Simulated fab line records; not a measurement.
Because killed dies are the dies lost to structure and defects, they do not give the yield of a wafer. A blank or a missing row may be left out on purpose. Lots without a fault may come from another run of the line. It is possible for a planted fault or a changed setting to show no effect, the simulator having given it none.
Lot-split experiment + flow n5-finfet + 7 lots, 39 wafers read, on a route of 1938 steps

## THE SPLIT ITSELF
At N5_GATE_CUT_HM_DEP_46 (deposits SiO2 from TEOS/O2, target thk 130 nm, time 26.6 s), the setting target-thk-a was moved away from the recipe's 1300 angstrom on 15 of the 39 wafers read, by -9.5% to +13.5%. The other wafers ran this setting at the recipe's value.

## FROM THE SPLIT TO THE READING: what the file shows between them, 4 steps
- N5_GATE_CUT_COAT_34: time 60 s, resist thk 60 nm
- N5_GATE_CUT_COAT_35: time 60 s, resist thk 10 nm
- N5_GATE_CUT_STRIP_38: strips in N2/H2
- N5_GATE_CUT_STRIP_39: strips in N2/H2

## THE READING
SOC_of_GATE_CUT_COAT_34.thk-nm (the simulator's own value, which no gauge read), in nm, at N5_GATE_CUT_HM_OPEN_40 (chemistry C4F6/O2, target SiO2, target depth 139 nm, time 85.1 s). No usual value for it is given in the file. Across the 24 wafers here that went through the recipe, the average is 32.7 nm and the standard deviation 0.52 nm.

| wafer  | tool, chamber at the split | target-thk-a as run, angstrom | against the recipe | SOC_of_GATE_CUT_COAT_34.thk-nm, nm | against lot-mates on the recipe |
|--------|----------------------------|-------------------------------|--------------------|------------------------------------|---------------------------------|
| L075.1 | pecvd-03, 2                | 1300                          | recipe             | 33.6                               | -                               |
| L075.2 | pecvd-03, 1                | 1300                          | recipe             | 33.4                               | -                               |
| L075.3 | pecvd-03, 2                | 1300                          | recipe             | 32.8                               | -                               |
| L075.4 | pecvd-03, 1                | 1183                          | -9.0%              | 35                                 | +1.7                            |
| L075.5 | pecvd-03, 2                | 1183                          | -9.0%              | 35.4                               | +2.1                            |
| L075.6 | pecvd-03, 1                | 1183                          | -9.0%              | 35.2                               | +1.9                            |
| L080.1 | pecvd-02, 2                | 1300                          | recipe             | 32.6                               | -                               |
| L080.2 | pecvd-02, 0                | 1300                          | recipe             | 33.2                               | -                               |
| L080.3 | pecvd-02, 2                | 1300                          | recipe             | 32.4                               | -                               |
| L080.4 | pecvd-02, 0,2              | 1300                          | recipe             | 31.8                               | -                               |
| L080.5 | pecvd-02, 0,2              | 1300                          | recipe             | 32.2                               | -                               |
| L080.6 | pecvd-02, 0                | 1300                          | recipe             | 32                                 | -                               |
| L083.1 | pecvd-03, 2                | 1177                          | -9.5%              | 35.4                               | +2.5                            |
| L083.2 | pecvd-03, 0                | 1300                          | recipe             | 33                                 | -                               |
| L083.3 | pecvd-03, 1                | 1177                          | -9.5%              | 35.4                               | +2.5                            |
| L083.4 | pecvd-03, 0                | 1300                          | recipe             | 33                                 | -                               |
| L083.5 | pecvd-03, 1                | 1300                          | recipe             | 32.6                               | -                               |
| L083.6 | pecvd-03, 2                | 1177                          | -9.5%              | 35.2                               | +2.3                            |
| L086.1 | pecvd-03, 0                | 1300                          | recipe             | 32.6                               | -                               |
| L086.2 | pecvd-03, 1                | 1475                          | +13.5%             | 28.8                               | -3.7                            |
| L086.3 | pecvd-03, 2                | 1300                          | recipe             | 32.6                               | -                               |
| L086.4 | pecvd-03, 2                | 1475                          | +13.5%             | 28.6                               | -3.9                            |
| L086.5 | pecvd-03, 1                | 1475                          | +13.5%             | 28.4                               | -4.1                            |
| L086.6 | pecvd-03, 0                | 1300                          | recipe             | 32.4                               | -                               |
| L092.4 | pecvd-01, 1                | 1300                          | recipe             | 32.8                               | -                               |
| L092.5 | pecvd-01, 0                | 1300                          | recipe             | 33                                 | -                               |
| L092.6 | pecvd-01, 2                | 1300                          | recipe             | 32.8                               | -                               |
| L093.1 | pecvd-03, 2                | 1300                          | recipe             | 31.8                               | -                               |
| L093.2 | pecvd-03, 0                | 1381                          | +6.2%              | 30.6                               | -1.5                            |
| L093.3 | pecvd-03, 1                | 1300                          | recipe             | 32.6                               | -                               |
| L093.4 | pecvd-03, 2                | 1300                          | recipe             | 32                                 | -                               |
| L093.5 | pecvd-03, 0                | 1381                          | +6.2%              | 30                                 | -2.1                            |
| L093.6 | pecvd-03, 1                | 1381                          | +6.2%              | 30.4                               | -1.7                            |
| L097.1 | pecvd-01, 1                | 1300                          | recipe             | 33.6                               | -                               |
| L097.2 | pecvd-01, 0                | 1437                          | +10.5%             | 31.2                               | -2.2                            |
| L097.3 | pecvd-01, 1                | 1300                          | recipe             | 33.4                               | -                               |
| L097.4 | pecvd-01, 0                | 1437                          | +10.5%             | 30.2                               | -3.2                            |
| L097.5 | pecvd-01, 0                | 1300                          | recipe             | 33.2                               | -                               |
| L097.6 | pecvd-01, 1                | 1437                          | +10.5%             | 30.6                               | -2.8                            |
Where a row lists several chambers, the file gives one row for several wafers and doesn't say which wafer went through which chamber.

THE FIT
A straight line over all 39 wafers: SOC_of_GATE_CUT_COAT_34.thk-nm changes by -0.277 nm for each +1% of target-thk-a; r = -0.95; the points scatter about the line by 0.55 nm.
The same after taking each lot's own level away (the mean of its wafers on the recipe; 39 wafers): -0.265 nm for each +1%; r = -0.98; scatter 0.33 nm.
The reading moves by 3.6 nm for the largest change in target-thk-a, on that fit.
The span of the lots' own levels, 32.13 to 33.40 nm, comes to 2.4 times the standard deviation stated above.
The two slopes are in agreement: the lot-to-lot level therefore moves the slope only a little.
Check: for one of the wafers moved furthest among these (+13.5%), held out of the fit, the line's prediction against its lot-mates is -3.62 nm. Against them it came out at -3.73 nm.

## OTHER SPLITS APPLIED TO THESE WAFERS
Before the reading, these wafers also passed through other splits. Each is held against what the fit with the lots' levels taken away leaves over:
| other split on the same wafers  | wafers away from the commonest value | r with SOC_of_GATE_CUT_COAT_34.thk-nm (lot level and that fit taken away) |
|---------------------------------|--------------------------------------|---------------------------------------------------------------------------|
| N5_WELL_APT_EPI_41 target-thk-a | 18                                   | +0.09                                                                     |
| N5_DUMMY_GATE_EXPOSE_12 dose-mj | 18                                   | +0.05                                                                     |
| N5_DUMMY_GATE_ETCH_32 time-s    | 15                                   | -0.06                                                                     |

## THE WHOLE CHAIN: every reading that the file lists as answering this split, in the file's order
| step                   | what it does                                                     | reading                                                                            | change (the file's fit)               | r (the file's) |
|------------------------|------------------------------------------------------------------|------------------------------------------------------------------------------------|---------------------------------------|----------------|
| N5_GATE_CUT_HM_DEP_46  | deposits SiO2 from TEOS/O2, target thk 130 nm, time 26.6 s       | SiO2_of_GATE_CUT_HM_DEP_46.thk-nm (the simulator's own value, which no gauge read) | +1.27 nm for each +1% of the setting  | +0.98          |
| N5_GATE_CUT_HM_OPEN_40 | chemistry C4F6/O2, target SiO2, target depth 139 nm, time 85.1 s | etch-rf-on-time-s                                                                  | withheld for each +1% of the setting  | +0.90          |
| N5_GATE_CUT_HM_OPEN_40 | chemistry C4F6/O2, target SiO2, target depth 139 nm, time 85.1 s | etch.depth-nm (the simulator's own value, which no gauge read)                     | +1.27 nm for each +1% of the setting  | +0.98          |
| N5_GATE_CUT_HM_OPEN_40 | chemistry C4F6/O2, target SiO2, target depth 139 nm, time 85.1 s | SOC_of_GATE_CUT_COAT_34.thk-nm (the simulator's own value, which no gauge read)    | -0.267 nm for each +1% of the setting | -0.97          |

## THE FILE'S OWN FIT
SOC_of_GATE_CUT_COAT_34.thk-nm changes by -0.267 nm for each +1% of target-thk-a, r = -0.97.
